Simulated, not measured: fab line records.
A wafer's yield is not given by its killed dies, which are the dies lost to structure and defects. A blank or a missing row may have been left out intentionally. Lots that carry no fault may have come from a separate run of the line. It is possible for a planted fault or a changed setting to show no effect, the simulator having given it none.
fab line records ; flow n5_finfet
record lots=6; wafers=16; last_day=19
route steps=1938 shown BEOL_M3@1009 BEOL_M4@1021
lots untouched by any fault: they come from a run of this same line in which no faults occurred
start_h: start of the lot's first displayed wafer, in hours after the record's first day ; wait_h: how many hours have passed since the lot's step before this one ; " the same as in the row above ; L1.1+2: several wafers, shown together as one row ; - either no value or no given start ; * or withheld: withheld ; < > ~ a bound
route shown NAME@n: a module of which the file shows steps, and the number in the route of the first ; usual: mean/standard deviation of fault-free wafers ; same: alike in all rows ; chamber/n: place in a boat ; sites: each site's reading ; _std_site: how widely they spread, as a standard deviation ; _edge_site: outer sites' mean less inner sites' ; radius_mm: how far each site lies from the wafer's centre ; mask NAME#n: copy n ; behind: the most recent tool/chamber to have shaped the wafer ; hold: why the lot was held/for how many hours/how that ended ; device: names the non-switching transistor (n, p or np) ; end of line: the tests these same wafers got at the end of their route ; step lacking rows: just its recipe ; killed: dies that structure and defects cost at the first sort, which is not the same as the wafer's yield ; map: per-die view of a wafer (x killed, . not killed, _ where there is no die)
set.NAME: setting as actually run; set.NAME@STEP: the setting as run at that earlier step ; model.NAME: the simulator's own value behind a step, which no gauge read
lots seen at some steps along the route; tables by step, rows by wafer
services: a tool's chamber out of use, with start hour (start_h, from the record's first day; less than 0 if before it), hours out, and reason
## steps
# step N5_BEOL_M3_ANNEAL_95
# recipe temp_c=400; time_s=240; ambient=vacuum
# usual heater_power_w=842/110
lot.wafer;tool;chamber;start_h;wait_h;heater_power_w
L352.1;pvd_sputter-02;-;169.53;0.0;808
L352.4;pvd_sputter-02;-;169.53;0.0;1016
L352.5;pvd_sputter-02;-;169.53;0.0;924
L359.1;pvd_sputter-03;-;202.01;0.0;941
L359.4;pvd_sputter-03;-;202.01;0.0;837
L359.6;pvd_sputter-03;-;202.01;0.0;739
L365.3;pvd_sputter-02;-;264.51;0.0;905
L365.4;pvd_sputter-02;-;264.51;0.0;853
L365.5;pvd_sputter-02;-;264.51;0.0;1035
L370.3;pvd_sputter-02;-;279.63;0.0;797
L371.3;pvd_sputter-01;-;290.41;0.0;572
L371.5;pvd_sputter-01;-;290.41;0.0;563
L371.6;pvd_sputter-01;-;290.41;0.0;854
L372.4;pvd_sputter-01;-;301.17;0.0;896
L372.5;pvd_sputter-01;-;301.17;0.0;852
L372.6;pvd_sputter-01;-;301.17;0.0;892
# step N5_BEOL_M3_SPUTTER_96
# recipe material=Cu; target_thk_a=45; temp_c=-20; chamber_pressure_pa=0.07; power_w=withheld; time_s=8.29
# usual throttle_valve_pct=30.7/0.97
lot.wafer;tool;chamber;start_h;wait_h;throttle_valve_pct
L352.1;pvd_sputter-02;-;169.67;0.1;32.6
L352.4;pvd_sputter-02;-;169.67;0.1;30.0
L352.5;pvd_sputter-02;-;169.67;0.1;30.3
L359.1;pvd_sputter-03;-;202.15;0.1;31.5
L359.4;pvd_sputter-03;-;202.15;0.1;30.5
L359.6;pvd_sputter-03;-;202.15;0.1;28.7
L365.3;pvd_sputter-02;-;264.65;0.1;30.1
L365.4;pvd_sputter-02;-;264.65;0.1;31.7
L365.5;pvd_sputter-02;-;264.65;0.1;30.2
L370.3;pvd_sputter-02;-;279.77;0.1;32.4
L371.3;pvd_sputter-01;-;290.55;0.1;29.8
L371.5;pvd_sputter-01;-;290.55;0.1;29.6
L371.6;pvd_sputter-01;-;290.55;0.1;32.1
L372.4;pvd_sputter-01;-;301.31;0.1;30.6
L372.5;pvd_sputter-01;-;301.31;0.1;32.3
L372.6;pvd_sputter-01;-;301.31;0.1;30.8
# step N5_BEOL_M3_ECD_50
# recipe material=Cu; target_thk_a=3000
# step N5_BEOL_M3_ANNEAL_51
# recipe temp_c=225; time_s=90; ambient=N2
# step N5_BEOL_M3_CMP_52
# recipe stop_on=SiOC; t_overpolish_s=6.8; down_force_psi=1; platen_rpm=50; clearing_platen_down_force_psi=1.5; clearing_platen_rpm=50; post_cmp_clean=cu_alkaline; target_thk_nm=40; clearing_platen_pad_velocity_m_s=0.99484; pad_velocity_m_s=0.99484
# usual barrier_field_endpoint_s=24.5/0.6; clearing_platen_down_force_psi=1.500/0.003; motor_current_A=6.0/0.91; overpolish_run_s=6.799/0.0089; retaining_ring_pressure_frac=1.000/0.0048; time_to_endpoint_s=61.4/2.5
lot.wafer;tool;chamber;start_h;wait_h;barrier_field_endpoint_s;clearing_platen_down_force_psi;motor_current_A;overpolish_run_s;retaining_ring_pressure_frac;time_to_endpoint_s
L352.1;cmp-02;0;170.20;0.3;24.4;1.498;6.4;6.801;0.999;60.6
L352.4;cmp-02;2;170.20;0.3;24.3;1.498;5.7;6.819;1.000;59.9
L352.5;cmp-02;0;170.20;0.3;25.2;1.499;6.4;6.804;0.998;63.4
L359.4;cmp-02;0;203.69;0.1;25.3;1.497;6.7;6.798;0.999;64.9
L359.1;cmp-02;1;203.69;0.1;25.2;1.499;5.2;6.794;1.002;64.5
L359.6;cmp-02;1;203.69;0.1;24.4;1.504;5.1;6.798;1.003;62.1
L365.3;cmp-02;0;265.18;0.2;25.8;1.496;6.5;6.796;1.000;64.1
L365.4;cmp-02;2;265.18;0.2;25.1;1.499;6.0;6.799;0.996;58.9
L365.5;cmp-02;3;265.18;0.2;24.4;1.501;5.9;6.812;1.003;61.1
L370.3;cmp-03;0;280.30;0.2;24.1;1.502;7.9;6.800;1.004;60.1
L371.3;cmp-03;0;291.15;0.3;25.2;1.498;7.5;6.788;1.000;62.8
L371.6;cmp-03;1;291.15;0.3;25.2;1.496;6.0;6.788;0.993;60.9
L371.5;cmp-03;2;291.15;0.3;25.6;1.503;6.2;6.785;1.003;60.9
L372.4;cmp-02;0;301.83;0.1;24.9;1.503;6.7;6.797;0.995;62.5
L372.5;cmp-02;0;301.83;0.1;24.3;1.499;6.5;6.798;1.001;61.1
L372.6;cmp-02;1;301.83;0.1;25.0;1.503;5.0;6.805;0.998;63.4
# step N5_BEOL_M3_THK_MEAS_53
# recipe thk_meas_gauge=xrf; reads=Cu_of_BEOL_M3_ECD_50
# usual M3_THK=38.9/1.5
lot.wafer;tool;chamber;start_h;wait_h;M3_THK[nm]
L352.1;film_metro-01;-;170.46;-;38.4
L352.4;film_metro-01;-;170.46;-;38.8
L352.5;film_metro-01;-;170.46;-;40.8
L359.1;film_metro-01;-;203.99;-;39.5
L359.4;film_metro-01;-;203.99;-;39.0
L359.6;film_metro-01;-;203.99;-;41.3
L365.3;film_metro-01;-;265.44;-;39.1
L365.4;film_metro-01;-;265.44;-;39.3
L365.5;film_metro-01;-;265.44;-;40.8
L370.3;film_metro-02;-;280.56;-;37.7
L371.3;film_metro-02;-;291.33;-;40.2
L371.5;film_metro-02;-;291.33;-;42.2
L371.6;film_metro-02;-;291.33;-;41.6
L372.4;film_metro-02;-;302.13;-;41.4
L372.5;film_metro-02;-;302.13;-;40.3
L372.6;film_metro-02;-;302.13;-;39.2
# step N5_BEOL_M3_PRE_CLEAN_60
# recipe gas=NH3/H2; time_s=15; temp_c=*; rf_power_w=300
# step N5_BEOL_M3_CO_CAP_55
# recipe material=Co; target_thk_a=20; temp_c=200; precursor=CCTBA/H2; pressure_torr=30; time_s=102.1
# step N5_BEOL_M3_PRE_CLEAN_56
# recipe gas=NH3; time_s=15; temp_c=withheld; rf_power_w=300
# step N5_BEOL_M3_DEP_57
# recipe material=SiCN; target_thk_a=80; temp_c=withheld; precursor=3MS/NH3; pressure_torr=3; rf_w=202; time_s=14
# step N5_BEOL_M3_RS_MEAS_58
# recipe thk_meas_gauge=four-point-probe; reads=Co_of_BEOL_M3_CO_CAP_55+Cu_of_BEOL_M3_ECD_50+Co_of_BEOL_M3_CVD_47+TaN_of_BEOL_M3_ALD_84
# usual M3_RS=0.69/0.033
lot.wafer;tool;chamber;start_h;wait_h;M3_RS[ohm/sq]
L352.1;film_metro-02;-;170.72;0.0;0.69
L352.4;film_metro-02;-;170.72;0.0;0.68
L352.5;film_metro-02;-;170.72;0.0;0.64
L359.1;film_metro-02;-;204.28;0.1;0.66
L359.4;film_metro-02;-;204.28;0.1;0.68
L359.6;film_metro-02;-;204.28;0.1;0.63
L365.3;film_metro-01;-;265.72;0.1;0.68
L365.4;film_metro-01;-;265.72;0.1;0.68
L365.5;film_metro-01;-;265.72;0.1;0.65
L370.3;film_metro-02;-;280.91;0.1;0.72
L371.3;film_metro-02;-;291.59;0.1;0.66
L371.5;film_metro-02;-;291.59;0.1;0.62
L371.6;film_metro-02;-;291.59;0.1;0.63
L372.4;film_metro-01;-;302.40;0.0;0.64
L372.5;film_metro-01;-;302.40;0.0;0.66
L372.6;film_metro-01;-;302.40;0.0;0.69
# step N5_BEOL_M4_ILD_DEP_00
# recipe material=SiOC; target_thk_a=790; temp_c=350; precursor=DEMS/O2; pressure_torr=5; rf_w=500; time_s=15.3
# usual heater_power_w=465/60; rf_fwd_power_W=493.0/2.5; showerhead_plenum_p_Torr=5.695/0.015; throttle_valve_pct=12.0/0.6
lot.wafer;tool;chamber;start_h;wait_h;heater_power_w;rf_fwd_power_W;showerhead_plenum_p_Torr;throttle_valve_pct;model.SiOC_of_BEOL_M4_ILD_DEP_00.thk_nm
L352.1;pecvd-02;2;170.78;0.0;534;495.6;5.685;11.1;77.8
L352.4;pecvd-02;1;170.78;0.0;556;495.8;5.698;11.4;78.6
L352.5;pecvd-02;2;170.78;0.0;535;492.3;5.675;11.1;78.8
L359.1;pecvd-03;1;204.34;0.0;438;491.9;5.708;11.7;78
L359.4;pecvd-03;0;204.34;0.0;491;495.8;5.714;13.2;77.8
L359.6;pecvd-03;1;204.34;0.0;445;492.4;5.694;12.0;78.8
L365.3;pecvd-03;0;265.78;0.0;553;495.0;5.702;13.1;90.8
L365.4;pecvd-03;2;265.78;0.0;413;493.8;5.700;10.7;80.8
L365.5;pecvd-03;1;265.78;0.0;387;493.0;5.699;12.1;80.4
L370.3;pecvd-03;0;280.97;0.0;553;497.6;5.700;13.1;89.4
L371.3;pecvd-02;0;291.66;0.0;571;493.8;5.677;12.6;79.2
L371.5;pecvd-02;1;291.66;0.0;495;496.9;5.686;11.8;79.2
L371.6;pecvd-02;2;291.66;0.0;572;494.8;5.666;10.7;79.2
L372.4;pecvd-02;2;302.48;0.1;548;494.6;5.683;11.1;79
L372.5;pecvd-02;0;302.48;0.1;514;493.9;5.684;12.7;79.8
L372.6;pecvd-02;1;302.48;0.1;589;497.6;5.698;11.6;79.6
# step N5_BEOL_M4_THK_MEAS_01
# recipe reads=SiOC_of_BEOL_M4_ILD_DEP_00
# usual M4_ILD_THK=78.7/0.97
lot.wafer;tool;chamber;start_h;wait_h;M4_ILD_THK[nm]
L352.1;film_metro-01;-;170.85;0.0;77.8
L352.4;film_metro-01;-;170.85;0.0;78.6
L352.5;film_metro-01;-;170.85;0.0;78.9
L359.1;film_metro-01;-;204.42;0.1;77.9
L359.4;film_metro-01;-;204.42;0.1;77.9
L359.6;film_metro-01;-;204.42;0.1;78.8
L365.3;film_metro-01;-;265.85;0.1;90.8
L365.4;film_metro-01;-;265.85;0.1;80.7
L365.5;film_metro-01;-;265.85;0.1;80.4
L370.3;film_metro-02;-;281.04;0.1;89.5
L371.3;film_metro-01;-;291.72;0.1;79.1
L371.5;film_metro-01;-;291.72;0.1;79.3
L371.6;film_metro-01;-;291.72;0.1;79.2
L372.4;film_metro-01;-;302.53;0.0;79.0
L372.5;film_metro-01;-;302.53;0.0;79.8
L372.6;film_metro-01;-;302.53;0.0;79.6
# step N5_BEOL_M4_PECVD_72
# recipe material=SiO2; target_thk_a=160; temp_c=400; precursor=TEOS/O2; pressure_torr=5.5; rf_w=450; teos_flow_sccm=53.8; gas=O2; flow_sccm=3000; time_s=18
# step N5_BEOL_M4_HM_DEP_02
# recipe material=TiN; target_thk_a=200; temp_c=25; chamber_pressure_pa=0.49996
# step N5_BEOL_M4_COAT_61
# recipe resist=SOC; temp_c=250; time_s=60; spin_rpm=1500; resist_thk_nm=60
# step N5_BEOL_M4_COAT_62
# recipe resist=SiARC; temp_c=220; time_s=60; spin_rpm=1500; resist_thk_nm=12
# step N5_BEOL_M4_COAT_73
# recipe resist=underlayer; temp_c=205; time_s=60; spin_rpm=1500; resist_thk_nm=5
# step N5_BEOL_M4_COAT_05
# recipe resist=CAR-EUV; spin_rpm=1500; resist_thk_nm=30
# step N5_BEOL_M4_EBR_07
# recipe solvent=PGMEA; ebr_width_mm=1.5
# step N5_BEOL_M4_SOFTBAKE_06
# recipe temp_c=110; time_s=60; resist=CAR-EUV
# step N5_BEOL_M4_EXPOSE_08
# recipe mask_id=M4; na=0.33; source_shape=dipole; sigma_inner=0.369; sigma_outer=0.767; polarization=unpolarized; dose_mj=41.25
# step N5_BEOL_M4_PEB_09
# recipe peb_temp_c=100; peb_time_s=60; resist=CAR-EUV
# step N5_BEOL_M4_DEVELOP_10
# recipe develop_time_s=30; developer=TMAH; resist=CAR-EUV; rinse_liquid=surfactant_rinse; dry=air_spin; dev_temp_c=23
# step N5_BEOL_M4_CD_MEAS_11
# recipe target_cd_nm=16.79; landing_energy_ev=500; detector=se_inlens; polarity=opening
# usual cd_nm=16.74/0.25
lot.wafer;tool;chamber;start_h;wait_h;cd_nm
L352.1;cd_sem-03;0;171.54;-;16.52
L352.4;cd_sem-03;0;171.54;-;16.83
L352.5;cd_sem-03;0;171.54;-;16.66
L359.1;cd_sem-03;0;207.60;-;16.98
L359.4;cd_sem-03;0;207.60;-;16.73
L359.6;cd_sem-03;0;207.60;-;16.90
L365.3;cd_sem-02;0;266.74;-;16.49
L365.4;cd_sem-02;0;266.74;-;16.77
L365.5;cd_sem-02;0;266.74;-;16.86
L370.3;cd_sem-01;0;284.71;-;16.47
L371.3;cd_sem-01;0;293.23;-;16.68
L371.5;cd_sem-01;0;293.23;-;16.25
L371.6;cd_sem-01;0;293.23;-;16.71
L372.4;cd_sem-02;0;303.53;-;17.18
L372.5;cd_sem-02;0;303.53;-;16.96
L372.6;cd_sem-02;0;303.53;-;16.41
# step N5_BEOL_M4_OVL_MEAS_12
# recipe points_per_wafer=522
# usual M4_OVL=0.4/0.66
lot.wafer;tool;chamber;start_h;wait_h;M4_OVL[nm]
L352.1;overlay-01;0;171.57;0.0;0.5
L352.4;overlay-01;0;171.57;0.0;0.5
L352.5;overlay-01;0;171.57;0.0;-0.9
L359.1;overlay-02;0;207.63;0.0;-0.5
L359.4;overlay-02;0;207.63;0.0;-0.2
L359.6;overlay-02;0;207.63;0.0;0.5
L365.3;overlay-01;0;266.79;0.1;1.4
L365.4;overlay-01;0;266.79;0.1;-0.1
L365.5;overlay-01;0;266.79;0.1;2.0
L370.3;overlay-01;0;284.75;0.0;-0.4
L371.3;overlay-02;0;293.27;0.0;-0.2
L371.5;overlay-02;0;293.27;0.0;0.5
L371.6;overlay-02;0;293.27;0.0;0.2
L372.4;overlay-02;0;303.57;0.0;1.4
L372.5;overlay-02;0;303.57;0.0;0.0
L372.6;overlay-02;0;303.57;0.0;0.1
# step N5_BEOL_M4_DESCUM_16
# recipe chemistry=O2; time_s=7; source_power_w=50; bias_power_w=20; pressure_mtorr=20; rf_frequency_hz=2.712e+07; temp_c=40; resist=CAR-EUV; o2_flow_sccm=225
# step N5_BEOL_M4_ETCH_74
# recipe chemistry=N2/H2; target=underlayer; target_depth_a=65; mask_material=CAR-EUV; time_s=5.2; ion_energy_ev=200; pressure_mtorr=30; source_w=840; bias_w=150; n2_flow_sccm=200; h2_flow_sccm=200; ends=cleared
# step N5_BEOL_M4_ETCH_63
# recipe chemistry=CF4; target=SiARC; target_depth_a=156; mask_material=CAR-EUV; time_s=26; ion_energy_ev=80; pressure_mtorr=40; source_w=545; bias_w=36; Ar_flow_sccm=100; cf4_flow_sccm=100; ends=cleared
# step N5_BEOL_M4_ETCH_64
# recipe chemistry=N2/H2; target=SOC; target_depth_a=750; overetch_a=225; mask_material=SiARC; temp_c=40; time_s=121.9; ion_energy_ev=200; pressure_mtorr=30; source_w=840; bias_w=150; n2_flow_sccm=200; h2_flow_sccm=200
# step N5_BEOL_M4_STRIP_65
# recipe chemistry=N2/H2; temp_c=40; n2_flow_sccm=200; h2_flow_sccm=200; rf_frequency_hz=6e+07
# step N5_BEOL_M4_STRIP_75
# recipe chemistry=N2/H2; temp_c=40; n2_flow_sccm=200; h2_flow_sccm=200; rf_frequency_hz=6e+07
# step N5_BEOL_M4_STRIP_66
# recipe chemistry=CF4; resist=SiARC; power_w=300; bias_power_w=75; pressure_mtorr=50; cf4_flow_sccm=150; rf_frequency_hz=6e+07
# usual drypump_motor_current_A=5.68/0.26; oes_product_au=0.83/0.074; rf_fwd_power_W=292.5/0.89; rf_vpp_V=271.7/1.7; showerhead_plenum_p_Torr=1.82/0.059; throttle_valve_pct=13.41/0.26
lot.wafer;tool;chamber;start_h;wait_h;drypump_motor_current_A;oes_product_au;rf_fwd_power_W;rf_hours_counter_h;rf_vpp_V;showerhead_plenum_p_Torr;throttle_valve_pct
L352.1;rie_diel-04;1;171.92;0.0;6.06;0.95;291.8;7;272.5;1.82;13.32
L352.4;rie_diel-04;0;171.92;0.0;5.43;0.68;291.3;229;271.5;1.78;13.65
L352.5;rie_diel-04;0;171.92;0.0;5.46;0.68;291.4;-;270.5;1.78;13.67
L359.1;rie_diel-04;3;208.05;0.0;6.02;0.84;293.0;54;272.2;1.89;13.52
L359.4;rie_diel-04;2;208.05;0.0;5.42;0.68;293.3;228;271.1;1.69;14.02
L359.6;rie_diel-04;0;208.05;0.0;5.41;0.67;293.3;-;272.0;1.78;13.69
L365.3;rie_diel-06;0;267.57;0.0;5.56;0.80;292.5;79;274.1;1.89;13.63
L365.4;rie_diel-06;1;267.57;0.0;5.62;0.79;292.9;106;269.9;1.75;13.43
L365.5;rie_diel-06;0;267.57;0.0;5.58;0.80;291.5;-;273.3;1.89;13.62
L370.3;rie_diel-06;0;285.19;0.0;5.57;0.80;293.4;84;272.8;1.89;13.64
L371.3;rie_diel-05;1;294.15;0.0;5.82;0.84;292.3;54;274.3;1.82;13.14
L371.5;rie_diel-05;1;294.15;0.0;5.80;0.84;292.9;-;270.1;1.82;13.15
L371.6;rie_diel-05;2;294.15;0.0;6.16;0.78;291.4;-;272.4;1.78;13.69
L372.4;rie_diel-05;1;304.86;0.0;5.81;0.83;292.8;-;272.1;1.82;13.16
L372.5;rie_diel-05;3;304.86;0.0;5.89;0.87;292.6;-;269.1;1.77;13.45
L372.6;rie_diel-05;2;304.86;0.0;6.14;0.78;293.7;-;270.5;1.78;13.72
# step N5_BEOL_M4_HM_OPEN_17
# recipe chemistry=Cl2/BCl3; target_depth_a=200; overetch_a=60; target=TiN; mask_material=SOC; ion_energy_ev=150; pressure_mtorr=10; icp_w=1000; bias_w=126; Cl2_flow_sccm=53.25; bcl3_flow_sccm=21.75; Ar_flow_sccm=25
# step N5_BEOL_M4_STRIP_19
# recipe chemistry=O2; power_w=400; temp_c=40; pressure_mtorr=30; rf_frequency_hz=6e+07; bias_power_w=0; overash_fraction=0.2; o2_flow_sccm=225
# usual drypump_motor_current_A=5.67/0.25; oes_product_au=0.84/0.073; rf_vpp_V=3.6/0.45; showerhead_plenum_p_Torr=2.13/0.071; throttle_valve_pct=16.47/0.27
lot.wafer;tool;chamber;start_h;wait_h;drypump_motor_current_A;oes_product_au;rf_hours_counter_h;rf_vpp_V;showerhead_plenum_p_Torr;throttle_valve_pct
L352.1;rie_diel-04;2;172.07;0.1;5.45;0.68;219;3.8;1.98;17.11
L352.4;rie_diel-04;0;172.07;0.1;5.44;0.67;229;3.8;2.07;16.66
L352.5;rie_diel-04;0;172.07;0.1;5.43;0.67;-;3.5;2.07;16.66
L359.1;rie_diel-04;1;208.26;0.1;6.02;0.95;17;3.4;2.13;16.48
L359.4;rie_diel-04;0;208.26;0.1;5.43;0.67;240;3.3;2.07;16.70
L359.6;rie_diel-04;2;208.26;0.1;5.43;0.68;-;2.7;1.98;17.15
L365.3;rie_diel-06;0;267.72;0.1;5.58;0.82;79;3.7;2.20;16.68
L365.4;rie_diel-06;3;267.72;0.1;5.25;0.93;21;4.2;2.13;16.03
L365.5;rie_diel-06;0;267.72;0.1;5.58;0.82;-;3.0;2.20;16.67
L370.3;rie_diel-06;1;285.34;0.1;5.60;0.79;111;3.1;2.03;16.49
L371.3;rie_diel-06;2;294.35;0.1;5.76;0.82;78;4.2;2.21;16.30
L371.5;rie_diel-06;2;294.35;0.1;5.75;0.82;-;2.7;2.20;16.29
L371.6;rie_diel-06;3;294.35;0.1;5.27;0.91;-;3.2;2.12;16.08
L372.4;rie_diel-06;0;305.06;0.1;5.61;0.81;92;3.8;2.20;16.68
L372.5;rie_diel-06;2;305.06;0.1;5.77;0.83;-;3.6;2.20;16.30
L372.6;rie_diel-06;1;305.06;0.1;5.61;0.80;-;3.9;2.03;16.52
# step N5_BEOL_M4_CD_MEAS_18
# recipe pitch_nm=36; target_cd_nm=18
# usual cd_nm=18.0/0.33
lot.wafer;tool;chamber;start_h;wait_h;cd_nm
L352.1;cd_sem-02;-;172.14;0.0;18.2
L352.4;cd_sem-02;-;172.14;0.0;17.5
L352.5;cd_sem-02;-;172.14;0.0;18.0
L359.1;cd_sem-02;-;208.33;0.0;18.1
L359.4;cd_sem-02;-;208.33;0.0;17.5
L359.6;cd_sem-02;-;208.33;0.0;18.0
L365.3;cd_sem-01;-;267.79;0.1;18.6
L365.4;cd_sem-01;-;267.79;0.1;17.8
L365.5;cd_sem-01;-;267.79;0.1;18.8
L370.3;cd_sem-01;-;285.41;0.1;17.9
L371.3;cd_sem-02;-;294.42;0.1;18.2
L371.5;cd_sem-02;-;294.42;0.1;18.1
L371.6;cd_sem-02;-;294.42;0.1;18.0
L372.4;cd_sem-02;-;305.13;0.1;18.7
L372.5;cd_sem-02;-;305.13;0.1;18.6
L372.6;cd_sem-02;-;305.13;0.1;18.2
# step N5_BEOL_M4_COAT_67
# recipe resist=SOC; temp_c=250; time_s=60; spin_rpm=1500; resist_thk_nm=60
# step N5_BEOL_M4_COAT_68
# recipe resist=SiARC; temp_c=220; time_s=60; spin_rpm=1500; resist_thk_nm=12
# step N5_BEOL_M4_COAT_76
# recipe resist=underlayer; temp_c=205; time_s=60; spin_rpm=1500; resist_thk_nm=5
# step N5_BEOL_M4_COAT_22
# recipe resist=CAR-EUV; spin_rpm=1500; resist_thk_nm=30
# step N5_BEOL_M4_CMP_52
# recipe stop_on=SiOC; t_overpolish_s=6.8; down_force_psi=1; platen_rpm=50; clearing_platen_down_force_psi=1.5; clearing_platen_rpm=50; post_cmp_clean=cu_alkaline; target_thk_nm=40; clearing_platen_pad_velocity_m_s=0.99484; pad_velocity_m_s=0.99484
# usual clearing_platen_down_force_psi=1.500/0.0032; motor_current_A=5.9/0.9; retaining_ring_pressure_frac=1.000/0.0052
lot.wafer;tool;chamber;start_h;wait_h;clearing_platen_down_force_psi;motor_current_A;retaining_ring_pressure_frac;model.SiOC_of_BEOL_M4_ILD_DEP_00.thk_nm
L352.1;cmp-03;3;186.28;0.3;1.499;4.9;0.993;74.8
L352.4;cmp-03;1;186.28;0.3;1.499;5.8;1.010;75.6
L352.5;cmp-03;0;186.28;0.3;1.501;8.3;1.000;75.8
L359.4;cmp-04;0;236.37;0.1;1.500;5.1;1.000;74.8
L359.1;cmp-04;2;236.37;0.1;1.500;5.9;0.992;75
L359.6;cmp-04;1;236.37;0.1;1.503;6.2;0.995;75.8
L365.4;cmp-03;3;282.92;0.2;1.494;5.0;0.995;77.8
L365.3;cmp-03;0;282.92;0.2;1.505;7.7;1.005;87.8
L365.5;cmp-03;3;282.92;0.2;1.504;4.9;0.996;77.4
L370.3;cmp-03;1;310.11;0.3;1.496;6.0;1.001;86.4
L371.3;cmp-01;1;317.24;0.3;1.498;5.5;0.993;76.2
L371.5;cmp-01;2;317.24;0.3;1.496;5.6;0.994;76.2
L371.6;cmp-01;3;317.24;0.3;1.498;4.9;0.999;76.2
L372.4;cmp-01;0;330.23;0.2;1.499;5.2;1.000;76
L372.5;cmp-01;3;330.23;0.2;1.499;5.0;0.993;76.8
L372.6;cmp-01;0;330.23;0.2;1.498;5.5;1.005;76.6
## services
tool;chamber;start_h;hours;kind
pvd_sputter-03;-;168.35;2.5;repair
rie_diel-06;3;172.28;-;clean
rie_diel-06;3;172.28;-;consumable_replace:focus_ring
rie_diel-06;3;172.28;22.5;scheduled_down
pecvd-03;2;172.77;6.1;repair
cmp-03;-;173.24;4.4;repair
cmp-02;-;190.77;2.5;repair
cmp-03;-;203.97;4.0;pm
cmp-04;-;204.99;14.7;pm
cmp-04;-;231.45;1.2;repair
cmp-01;-;237.79;4.5;repair
rie_diel-05;-;238.15;0.8;repair
cmp-03;-;248.53;0.6;repair
pecvd-02;-;250.45;0.5;repair
pvd_sputter-03;-;256.81;10.5;repair
cmp-01;-;271.38;4.5;repair
rie_diel-04;-;292.12;28.1;pm
cmp-01;-;311.58;2.0;repair
cmp-04;-;313.29;1.4;repair
cmp-01;-;317.92;4.0;pm
pecvd-02;-;318.23;2.8;pm
cmp-01;-;325.08;1.0;repair
rie_diel-04;1;326.00;10.0;repair
rie_diel-05;0;329.85;3.2;repair
## key
first_sign step=N5_BEOL_M4_THK_MEAS_01; reading=M4_ILD_THK; direction=up; sigmas=12; usual=78.7; struck=90.2
effect none on later readings
model_effect step=N5_BEOL_M4_ILD_DEP_00; value=SiOC_of_BEOL_M4_ILD_DEP_00.thk_nm; without=78.6; struck=90.1
model_effect step=N5_BEOL_M4_CMP_52; value=SiOC_of_BEOL_M4_ILD_DEP_00.thk_nm; without=75.6; struck=87.1
met_at N5_BEOL_M4_ILD_DEP_00
struck_wafers L365.3,L370.3
tester_left_out L370
onset_between 204.34 265.78
earlier_fault kind=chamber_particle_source; tool=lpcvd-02; chamber=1; onset_h=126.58; steps=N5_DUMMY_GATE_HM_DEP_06; rate_per_visit_cm2=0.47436; end_h=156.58
fault kind=process_parameter_drift; tool=pecvd-03; chamber=0; onset_h=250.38; steps=N5_BEOL_M4_ILD_DEP_00; channel=time_s; offset=*; shape=step; end_h=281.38; acts_in=*; stated=*
# tester_left_out: of these lots the tester's yield and bins aren't shown, on N5 and GAA mostly nor the transistor test; their killed dies are dies lost to structure and defects alone, not to doping, threshold or leakage, so they don't give the yield
